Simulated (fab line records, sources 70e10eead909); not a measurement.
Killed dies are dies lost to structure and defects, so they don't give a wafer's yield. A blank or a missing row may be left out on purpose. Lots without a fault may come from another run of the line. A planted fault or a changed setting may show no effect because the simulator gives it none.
Which tool did it? | flow nand_harc | 14 lots, 42 wafers sampled, at 1 step of a route of 1159

WHAT THE GAUGES READ, wafer by wafer
NHARC_P_ZERO_WELL_INSPECT_43.
lot  | measured    | on                | raw_defect_count
L866 | day 1 19:43 | defect_inspect-02 | 9 16 27
L868 | day 2 07:59 | defect_inspect-02 | 11 17 16
L870 | day 2 19:40 | defect_inspect-02 | 18 17 14
L875 | day 4 01:55 | defect_inspect-01 | 11 13 12
L876 | day 4 07:28 | defect_inspect-02 | 6 20 10
L881 | day 5 13:41 | defect_inspect-02 | 25 10 13
L882 | day 5 19:23 | defect_inspect-01 | 15 18 13
L883 | day 6 01:44 | defect_inspect-01 | 10 15 11
L884 | day 6 08:00 | defect_inspect-02 | 7 13 6
L885 | day 6 13:35 | defect_inspect-01 | 15 18 16
L886 | day 6 20:12 | defect_inspect-02 | 21 14 15
L887 | day 7 01:32 | defect_inspect-02 | 30 16 19
L888 | day 7 07:45 | defect_inspect-02 | 15 15 25
L889 | day 7 13:44 | defect_inspect-02 | 6 12 9

WHICH TOOL RAN EACH LOT (tool, then ch and the chambers of the sampled wafers, then the start)
The record holds no process step before these readings.

WHAT THE TOOLS THEMSELVES READ (means of the sampled wafers that have a number; where no wafer has one, the mark that the record gives instead)
The record holds no such reading with a usual standard deviation.

THE ANSWER, worked out from the rows above alone
Rule: what is usual is taken from the lots themselves. Put in order of their means at a reading, lots are off if they are a third of the lots or fewer, leave a main group of 4 or more, and stand apart from it by a gap of 3 or more times the standard deviation of the main group's means; of several such gaps the widest counts. A main group whose means are all the same, to the digits that the tables above print for the reading, isn't used. A lot without any number at a reading at which 4 lots or more have one is off too. The other lots that the step has rows for count as sound. The gauges are gone through in route order, then the tools' own readings, and for those a lot's mean is taken as printed above. The first step at which some lot is off is used, and at that step the reading that is off furthest; a lot without a number counts as furthest.
No lot is off at any reading shown: from this, nothing can be told.

WHAT THE SIMULATOR HAD PUT IN
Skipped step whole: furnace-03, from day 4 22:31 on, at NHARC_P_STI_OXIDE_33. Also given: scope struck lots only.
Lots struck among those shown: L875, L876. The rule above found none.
